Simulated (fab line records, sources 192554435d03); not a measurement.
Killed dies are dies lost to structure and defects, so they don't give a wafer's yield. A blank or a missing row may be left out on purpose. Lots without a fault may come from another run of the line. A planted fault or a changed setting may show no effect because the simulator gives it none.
fab line records | flow n5_finfet
record lots=5 wafers=14 last_day=18
route steps=1938 shown PMOS_HMC_CHANNEL_EPI@79 FIN_SAQP@90 FIN_CUT@165 BEOL_M4@1111 PASSIVATION@1936
lots that met no fault: from a run of the same line without faults
start_h: hours from the record's first day to the start of the lot's first wafer shown | wait_h: hours since the lot's step before | " the same as in the row above | L1.1+2: a row that stands for several wafers | - no value, or no start given | * or withheld: withheld | < > ~ a bound
route shown NAME@n: a module of which the file shows steps, and the number in the route of the first | usual: mean/standard deviation of fault-free wafers | same: alike in all rows | chamber/n: place in a boat | sites: the reading at each site | _std_site: their standard deviation | _edge_site: outer sites' mean less inner sites' | radius_mm: how far each site lies from the wafer's centre | mask NAME#n: copy n | behind: the tool/chamber that last shaped the wafer | hold: why the lot was held/for how many hours/how that ended | device: the transistor (n, p or np) that didn't switch | end of line: the same wafers' tests at the end of the route | a step without rows: its recipe alone | killed: dies lost to structure and defects at the first sort, not the wafer's yield | map: a wafer's dies, x killed, . not, _ none there
set.NAME: the setting as run; set.NAME@STEP: as run at that earlier step | model.NAME: the simulator's own value behind a step, which no gauge read
lots at some steps of the route; a table a step, a row a wafer
## steps
# step N5_PMOS_HMC_CHANNEL_EPI_HM_STRIP_35
# recipe chemistry=dHF temp_c=25 material=SiO2 target=SiO2 target_depth_a=396 time_s=216
# step N5_PMOS_HMC_CHANNEL_EPI_SRD_39
# recipe dry=ipa_marangoni time_s=30 temp_c=23 rinse_liquid=diw
# step N5_PMOS_HMC_CHANNEL_EPI_CMP_21
# recipe material=SiGe30 post_cmp_clean=alkaline_brush target_thk_nm=54
# step N5_PMOS_HMC_CHANNEL_EPI_PRECLEAN_40
# recipe chemistry=DHF time_s=30 temp_c=25 dilution=withheld
# step N5_PMOS_HMC_CHANNEL_EPI_PRECLEAN_37
# recipe chemistry=O3/DIW time_s=45 temp_c=22 o3_ppm=10
# step N5_PMOS_HMC_CHANNEL_EPI_PRECLEAN_24
# recipe chemistry=DHF time_s=30 temp_c=25 dilution=withheld
# step N5_PMOS_HMC_CHANNEL_EPI_SRD_25
# recipe dry=ipa_marangoni do_ppb=5 time_s=30 temp_c=23 rinse_liquid=diw
# step N5_PMOS_HMC_CHANNEL_EPI_EPI_26
# recipe material=Si target_thk_a=38 temp_c=650 precursor=SiH4/H2 pressure_torr=20 time_s=22.7
# step N5_FIN_SAQP_PRECLEAN_42
# recipe chemistry=O3/DIW time_s=60 temp_c=22 o3_ppm=10
# step N5_FIN_SAQP_PRECLEAN_00
# recipe chemistry=SC1 time_s=60 temp_c=55 mix=1:2:50
# usual bath_guard_temp_C=55.1/0.63
# columns lot.wafer tool chamber start_h wait_h bath_guard_temp_C
L951.2 wet_bench-06 4 68.87 0.0 54.8
L951.5 " 7 " " 56.3
L951.6 " 2 " " 56.0
L952.1 wet_bench-06 1 74.79 0.0 54.8
L952.4 " 0 " " 54.3
L952.5 " 2 " " 55.8
L954.3 wet_bench-06 2 87.22 0.0 55.7
L954.4 " 4 " " 54.5
L954.5 " 1 " " 55.0
L964.1 wet_bench-06 2 147.34 0.0 55.9
L964.2 " 3 " " 56.3
L965.2 wet_bench-01 5 152.59 0.0 54.4
L965.4 " 0 " " 55.0
L965.6 " 6 " " 54.9
# step N5_FIN_SAQP_PRECLEAN_44
# recipe chemistry=SC2 time_s=45 temp_c=35 mix=1:1:50
# step N5_FIN_SAQP_SRD_01
# recipe dry=ipa_marangoni time_s=30 temp_c=23 rinse_liquid=diw
# step N5_FIN_SAQP_ALD_61
# recipe material=SiO2 target_thk_a=40 temp_c=300 ald_precursor_family=BDEAS ald_co_reactant=O2-plasma pulse_time_s=1 purge_time_s=2 co_reactant_purge_time_s=2 ald_cycles=43 pressure_torr=2
# step N5_FIN_SAQP_DENSIFY_62
# recipe temp_c=700 time_s=60 ambient=N2 idle_temp_c=600 ramp_up_c_per_s=150 ramp_down_c_per_s=60 cool_to_c=600
# step N5_FIN_SAQP_HM_DEP_03
# recipe material=SiNx target_thk_a=380 temp_c=400 precursor=SiH4/NH3/N2 pressure_torr=1.5 rf_w=300 time_s=33.6
# step N5_FIN_SAQP_PECVD_47
# recipe material=a-Si target_thk_a=450 temp_c=400 precursor=SiH4/He pressure_torr=3 rf_w=100 time_s=36.3
# step N5_FIN_SAQP_PECVD_48
# recipe material=SiNx target_thk_a=250 temp_c=400 precursor=SiH4/NH3/N2 pressure_torr=1.5 rf_w=300 time_s=22.1
# step N5_FIN_SAQP_PECVD_06
# recipe material=a-Si target_thk_a=600 temp_c=400 precursor=SiH4/He pressure_torr=3 rf_w=100 time_s=48.1
# step N5_FIN_SAQP_HM_DEP_72
# recipe material=SiO2 target_thk_a=120 temp_c=400 precursor=SiH4/N2O pressure_torr=0.75 rf_w=275 time_s=7.2
# step N5_FIN_SAQP_COAT_49
# recipe resist=SOC temp_c=250 time_s=60 spin_rpm=1500 resist_thk_nm=100
# step N5_FIN_SAQP_COAT_50
# recipe resist=SiARC temp_c=220 time_s=60 spin_rpm=1500 resist_thk_nm=35
# step N5_FIN_SAQP_COAT_10
# recipe resist=CAR-ArF spin_rpm=1500 resist_thk_nm=90
# step N5_FIN_SAQP_EBR_12
# recipe solvent=PGMEA ebr_width_mm=1.5
# step N5_FIN_SAQP_SOFTBAKE_11
# recipe temp_c=110 time_s=60 resist=CAR-ArF
# step N5_FIN_SAQP_EXPOSE_13
# recipe mask_id=FIN_CORE na=1.35 source_shape=dipole sigma_inner=0.538 sigma_outer=0.738 polarization=te target_cd_nm=35.6 dose_mj=63.25
# step N5_FIN_SAQP_PEB_14
# recipe peb_temp_c=withheld peb_time_s=60 resist=CAR-ArF
# step N5_FIN_SAQP_DEVELOP_15
# recipe develop_time_s=30 developer=TMAH resist=CAR-ArF dev_temp_c=23 rinse_liquid=diw dry=air_spin
# step N5_FIN_SAQP_INSPECT_18
# recipe mode=adi inspect_instrument=brightfield
# usual raw_defect_count=412/120
# columns lot.wafer tool chamber start_h wait_h raw_defect_count
L951.2 defect_inspect-02 - 70.34 0.0 894
L951.5 " - " " 919
L951.6 " - " " 754
L952.1 defect_inspect-02 - 76.56 0.0 796
L952.4 " - " " 859
L952.5 " - " " 629
L954.3 defect_inspect-02 - 88.68 0.0 694
L954.4 " - " " 771
L954.5 " - " " 766
L964.1 defect_inspect-01 - 148.89 0.0 378
L964.2 " - " " 379
L965.2 defect_inspect-01 - 154.65 0.0 360
L965.4 " - " " 430
L965.6 " - " " 698
# step N5_FIN_SAQP_DESCUM_21
# recipe chemistry=O2 time_s=7.9 source_power_w=50 bias_power_w=20 pressure_mtorr=20 rf_frequency_hz=2.712e+07 temp_c=40 resist=CAR-ArF o2_flow_sccm=225
# step N5_FIN_SAQP_ETCH_51
# recipe chemistry=CF4 target=SiARC target_depth_a=455 mask_material=CAR-ArF time_s=75.8 ion_energy_ev=80 pressure_mtorr=40 source_w=545 bias_w=36 Ar_flow_sccm=100 cf4_flow_sccm=100 ends=cleared
# step N5_FIN_SAQP_ETCH_52
# recipe chemistry=N2/H2 target=SOC target_depth_a=1000 overetch_a=200 mask_material=SiARC temp_c=40 time_s=150 ion_energy_ev=200 pressure_mtorr=30 source_w=840 bias_w=150 n2_flow_sccm=200 h2_flow_sccm=200 ends=end_point
# step N5_FIN_SAQP_STRIP_53
# recipe chemistry=N2/H2 temp_c=40 n2_flow_sccm=200 h2_flow_sccm=200 rf_frequency_hz=6e+07
# step N5_FIN_SAQP_HM_OPEN_73
# recipe chemistry=CHF3/O2 target=SiO2 stop_on=a-Si target_depth_a=120 over_etch_frac=1.8 mask_material=SOC time_s=16.8 pressure_mtorr=30 source_w=650 bias_w=170 Ar_flow_sccm=200 CHF3_flow_sccm=50 O2_flow_sccm=5 ion_energy_ev=200 ends=end_point
# step N5_FIN_SAQP_STRIP_74
# recipe chemistry=CHF3/O2 resist=SiARC rf_frequency_hz=6e+07
# step N5_FIN_SAQP_MANDREL_ETCH_22
# recipe target_depth_a=600 chemistry=HBr/Cl2 target=a-Si stop_on=SiNx bt_time_s=10 over_etch_frac=0.5 time_s=30 pressure_mtorr=10 icp_w=800 bias_w=75 HBr_flow_sccm=150 Cl2_flow_sccm=80 ends=end_point
# step N5_FIN_SAQP_INSPECT_40
# recipe inspect_instrument=brightfield mode=aei
# usual raw_defect_count=233/79
# columns lot.wafer tool chamber start_h wait_h raw_defect_count
L951.2 defect_inspect-01 - 76.29 0.0 820
L951.5 " - " " 662
L951.6 " - " " 643
L952.1 defect_inspect-01 - 81.07 0.0 715
L952.4 " - " " 874
L952.5 " - " " 607
L954.3 defect_inspect-02 - 93.58 0.0 559
L954.4 " - " " 554
L954.5 " - " " 604
L964.1 defect_inspect-02 - 154.59 0.0 302
L964.2 " - " " 330
L965.2 defect_inspect-02 - 159.04 0.0 195
L965.4 " - " " 204
L965.6 " - " " 221
# step N5_FIN_CUT_INSPECT_10
# recipe mode=adi inspect_instrument=brightfield
# usual raw_defect_count=42/13
# columns lot.wafer tool chamber start_h wait_h raw_defect_count
L951.2 defect_inspect-02 - 76.68 0.0 490
L951.5 " - " " 456
L951.6 " - " " 464
L952.1 defect_inspect-02 - 81.46 0.1 484
L952.4 " - " " 491
L952.5 " - " " 438
L954.3 defect_inspect-02 - 93.97 0.0 416
L954.4 " - " " 431
L954.5 " - " " 437
L964.1 defect_inspect-01 - 154.98 0.1 58
L964.2 " - " " 59
L965.2 defect_inspect-01 - 159.43 0.0 36
L965.4 " - " " 45
L965.6 " - " " 53
# step N5_BEOL_M4_RC_MEAS_101
# usual DIBL_N=36.2/2.2 DIBL_P=36.5/3 IOFF_N=0.16/0.039 IOFF_P=0.22/0.047 ION_N=675/15 ION_P=463/10 SS_N=71.6/0.71 SS_P=73.4/0.94 VT_N=250/3.6 VT_P=-250/3.9
# columns lot.wafer tool chamber start_h wait_h DIBL_N[mV/V] DIBL_P[mV/V] IOFF_N[nA/um] IOFF_P[nA/um] ION_N[uA/um] ION_P[uA/um] SS_N[mV/dec] SS_P[mV/dec] VT_N[mV] VT_P[mV]
L951.2 prober-02 0 218.27 0.2 33.8 33.2 0.13 0.14 670 449 70.8 73.0 252 -257
L951.5 " 0 " " 35.9 37.3 0.17 0.21 669 457 71.3 74.0 249 -254
L951.6 " 0 " " 30.7 28.8 0.10 0.11 643 440 70.7 71.1 258 -262
L952.1 prober-02 0 222.86 0.0 33.1 32.1 0.11 0.11 643 434 70.9 71.8 257 -260
L952.4 " 0 " " 38.7 40.7 0.19 0.22 671 450 71.9 74.5 248 -252
L952.5 " 0 " " 38.0 39.7 0.19 0.20 668 443 71.7 73.8 248 -255
L954.3 prober-02 0 230.79 0.3 36.5 37.8 0.17 0.22 682 472 71.5 72.9 248 -250
L954.4 " 0 " " 37.0 38.2 0.19 0.23 694 475 71.6 73.3 247 -250
L954.5 " 0 " " 39.4 41.5 0.23 0.29 693 476 72.5 75.3 248 -245
L964.1 prober-01 0 289.05 0.0 36.6 38.2 0.16 0.21 672 454 72.0 73.7 250 -252
L964.2 " 0 " " 35.8 37.8 0.14 0.20 690 470 71.6 73.6 250 -253
L965.2 prober-02 0 317.39 0.2 36.9 35.4 0.16 0.19 691 472 70.5 73.5 251 -252
L965.4 " 0 " " 36.2 34.3 0.13 0.17 653 449 72.0 73.8 252 -253
L965.6 " 0 " " 39.9 39.3 0.20 0.25 684 471 72.5 74.0 248 -251
# step N5_PASSIVATION_PROBE_49
# usual defect_limited_yield=91.5/1.5 killed_at_M0_to_M3=32/10 killed_at_M4_up=13/4.9 killed_at_contacts=13/6.1 killed_at_front_end=38/11 killed_at_other=3/3.2 killed_dies=101/18 killed_open=66/13 killed_short=32/8.3 sort_bin_5_function=5.0/1 sort_bin_6_memory=3.2/0.74 sort_bin_8_speed=0.1/1.1 sort_n_pass=1078/22 sort_yield_pct=91.3/1.9
# same gross_dies=1180 killed_at_back_side=0 sort_bin_4_leakage[%]=0
# columns lot.wafer tool chamber start_h wait_h defect_limited_yield[%] killed_at_M0_to_M3 killed_at_M4_up killed_at_contacts killed_at_front_end killed_at_other killed_dies killed_open killed_short sort_bin_5_function[%] sort_bin_6_memory[%] sort_bin_8_speed[%] sort_n_pass sort_yield_pct[%]
L951.2 prober-02 - 329.46 0.1 81.3 22 16 10 171 2 221 48 32 10.3 4.8 0 959 81.3
L951.5 prober-02 - 329.61 0.2 86.5 42 13 7 97 0 159 41 42 8.1 3.4 0 1021 86.5
L951.6 prober-02 - 329.66 0.3 85.7 19 17 10 123 0 169 56 28 8.8 3.8 0.3 1008 85.4
L952.1 prober-01 - 333.57 0.2 84.5 49 19 1 107 7 183 74 26 9.9 3.9 0.4 992 84.1
L952.4 prober-01 - 333.72 0.4 84.7 24 15 9 130 3 181 51 28 9.7 3.9 0 999 84.7
L952.5 prober-01 - 333.77 0.4 85.4 25 7 13 125 2 172 61 24 9.6 2.9 0 1008 85.4
L954.3 prober-01 - 335.45 0.1 86.3 27 7 15 111 2 162 51 25 7.1 4.1 0 1018 86.3
L954.4 prober-01 - 335.50 0.2 82.7 23 9 20 148 4 204 59 38 11.5 4.1 0 976 82.7
L954.5 prober-01 - 335.55 0.2 85.2 33 16 18 104 4 175 63 36 8.6 4.9 0 1005 85.2
# killed by level:class
L951.2 FIN_SAQP:unspecified=121 HKMG_FIN:area_etch=17 FIN_SAQP:geometric_particle:short=11 MOL_CONTACT_COAG:geometric_particle:open=9 BEOL_M4:geometric_particle:open=9 BEOL_M3:geometric_particle:open=6 STI_FIN_REVEAL:geometric_particle:open=4 DUMMY_GATE:geometric_particle:open=4
L951.5 FIN_SAQP:unspecified=72 BEOL_M0_SAQP:geometric_particle:short=11 BEOL_M0_SAQP:geometric_particle:open=10 FIN_SAQP:geometric_particle:short=9 MOL_CONTACT_COAG:geometric_particle:open=5 BEOL_M1:geometric_particle:open=5 BEOL_M3:geometric_particle:open=5 GATE_CUT:geometric_particle:short=4
L951.6 FIN_SAQP:unspecified=85 MOL_CONTACT_COAG:geometric_particle:open=9 STI_FIN_REVEAL:geometric_particle:open=8 BEOL_M4:geometric_particle:open=8 FIN_SAQP:geometric_particle:short=7 BEOL_M0_SAQP:geometric_particle:open=7 FIN_SAQP:geometric_particle:open=4 DUMMY_GATE:geometric_particle:open=4
L952.1 FIN_SAQP:unspecified=80 BEOL_M3:geometric_particle:open=14 BEOL_M2:geometric_particle:open=12 BEOL_M0_SAQP:geometric_particle:open=7 BEOL_M4:geometric_particle:open=5 STARTING-WAFER:geometric_particle:short=5 FIN_SAQP:geometric_particle:open=4 BEOL_M0:geometric_particle:open=4
L952.4 FIN_SAQP:unspecified=97 FIN_SAQP:geometric_particle:short=12 BEOL_M2:geometric_particle:open=8 MOL_CONTACT_COAG:geometric_particle:open=7 FIN_SAQP:geometric_particle:open=5 GATE_CUT:geometric_particle:short=4 BEOL_M0_SAQP:geometric_particle:short=4 BEOL_M4:geometric_particle:open=4
L952.5 FIN_SAQP:unspecified=82 FIN_SAQP:geometric_particle:short=12 BEOL_M3:geometric_particle:open=11 STI_FIN_REVEAL:geometric_particle:open=8 MOL_CONTACT_COAG:geometric_particle:open=8 FIN_SAQP:geometric_particle:open=6 BEOL_M2:geometric_particle:open=6 BEOL_M0_SAQP:geometric_particle:open=4
L954.3 FIN_SAQP:unspecified=82 MOL_CONTACT_COAG:geometric_particle:open=11 BEOL_M1:geometric_particle:open=9 BEOL_M0_SAQP:geometric_particle:open=6 FIN_SAQP:geometric_particle:short=5 FIN_SAQP:geometric_particle:open=5 STI_FIN_REVEAL:geometric_particle:open=4 GATE_CUT:geometric_particle:short=4
L954.4 FIN_SAQP:unspecified=105 MOL_CONTACT_COAG:geometric_particle:open=12 FIN_SAQP:geometric_particle:short=9 FIN_SAQP:geometric_particle:open=7 GATE_CUT:geometric_particle:short=7 GATE_CUT:geometric_particle:open=7 MOL_CONTACT_COAG:geometric_particle:short=7 BEOL_M0_SAQP:geometric_particle:short=7
L954.5 FIN_SAQP:unspecified=74 MOL_CONTACT_COAG:geometric_particle:open=13 BEOL_M0_SAQP:geometric_particle:open=13 GATE_CUT:geometric_particle:short=9 BEOL_M1:geometric_particle:open=8 STI_FIN_REVEAL:geometric_particle:open=7 BEOL_M0_SAQP:geometric_particle:short=7 FIN_SAQP:geometric_particle:short=5
# map L951.2 (x killed, . not)
_________________............________________
______________.................._____________
___________x.......x........x...x..__________
__________..........x.....x........._________
________.......x...........x.....x...._______
_______..........x...x...x........x....______
______....x.x...x......................._____
_____....x.........x.....................____
____.xx.xxxx.xx.xx........x......x....x...___
___.x.xxxxxxx.xx.................xx.....x..__
___..xxxxxxxxxxx.xx.....x....x........x....__
__...xxxxxxxxxxxxx..x.xx...................._
__...xxxxxxxxxxxxxx.....x..................._
_..xxxxxxxxxxxxxx..x.........x...........x..x
_....x.xxxxxxxxxx................x...........
_x..xxxxxxxxxxxxx..............x...x..x.....x
_x...x.xxxxxxxxx.x.....x......x......x..x...x
_x....x.xxxxx.xx................x.........x..
_....x.x..xxxx......................x........
_......x.....x..x...........x................
_..x.........x.....xx...x.....x..............
__.x.................x....x..........x..x..._
__...................x......................_
___.........x....................x.x...x...__
___....................x...x...............__
____...x.....x..............x..x..........___
_____x.............x...x........x.......x____
______....x...................x......x.._____
_______........x.......x.............x.______
________............x...........x..x.._______
__________.......x...x.............._________
___________..........x.x..x........__________
______________x................._____________
_________________.x..........________________
# map L952.1 (x killed, . not)
_________________...x....x.xx________________
______________.............xxxxx_____________
___________.............x.xxxxxxxxx__________
__________.........x...x.x.xxxxxxxxx_________
________.................xxxxxxxxxxxxx_______
_______...x........x.x...xxxxxxxxxxxx..______
______.x....xx.........x..xxxxxxxxxxxx.._____
_____x..........x...x......xxxxxxxxxxx...____
____....x..............x.x.x..x.xxx.......___
___..........x..x........x.x...........x...__
___....x..xx.x.x....x...........x..........__
__...........................xx............._
__.....................x............x...x..._
_.............x......x....................x..
_...x....x......................x.......x...x
_............................................
_.....x..x....x....x.........x...............
_.x................x..........x..............
_..........x....x..............x..x...x.....x
_.......x..................x.xxx..x......x...
_..x....x...........x......x.................
__.x....x........x...........x..x..........._
__...............x....x.....xx..x.xx........_
___.........x...x..x..........x..........x.__
___............................x...........__
____.....x......x......................x..___
_____.....................x..............____
______.x....x.xx.x..................x.x._____
_______........x..................x....______
________..........xx...............x.._______
__________.........................._________
___________.............x..........__________
______________.................._____________
_________________.....x......________________
## key
first_sign step=N5_FIN_SAQP_INSPECT_18 reading=raw_defect_count direction=up sigmas=3.3 usual=412 struck=787
effect step=N5_FIN_SAQP_INSPECT_40 reading=raw_defect_count direction=up sigmas=5.6 usual=233 struck=671
effect step=N5_FIN_CUT_INSPECT_10 reading=raw_defect_count direction=up sigmas=33 usual=42 struck=456
effect step=N5_PASSIVATION_PROBE_49 reading=killed_at_front_end direction=up sigmas=7.4 usual=38 struck=124
more_kills_born_at N5_FIN_SAQP_PRECLEAN_00@wet_bench-06=798
met_at N5_FIN_SAQP_PRECLEAN_00
struck_wafers L951.2,L951.5,L951.6,L952.1,L952.4,L952.5,L954.3,L954.4,L954.5
baseline_loss step=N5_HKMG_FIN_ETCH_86 wafers=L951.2
fault kind=chamber_particle_source tool=wet_bench-06 chamber=- onset_h=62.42 steps=N5_FIN_SAQP_PRECLEAN_00 rate_per_visit_cm2=0.63687 end_h=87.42
# baseline_loss: these wafers lose ten dies or more at that step, a loss of the line's own and not of a fault; the sort's usual values leave them out
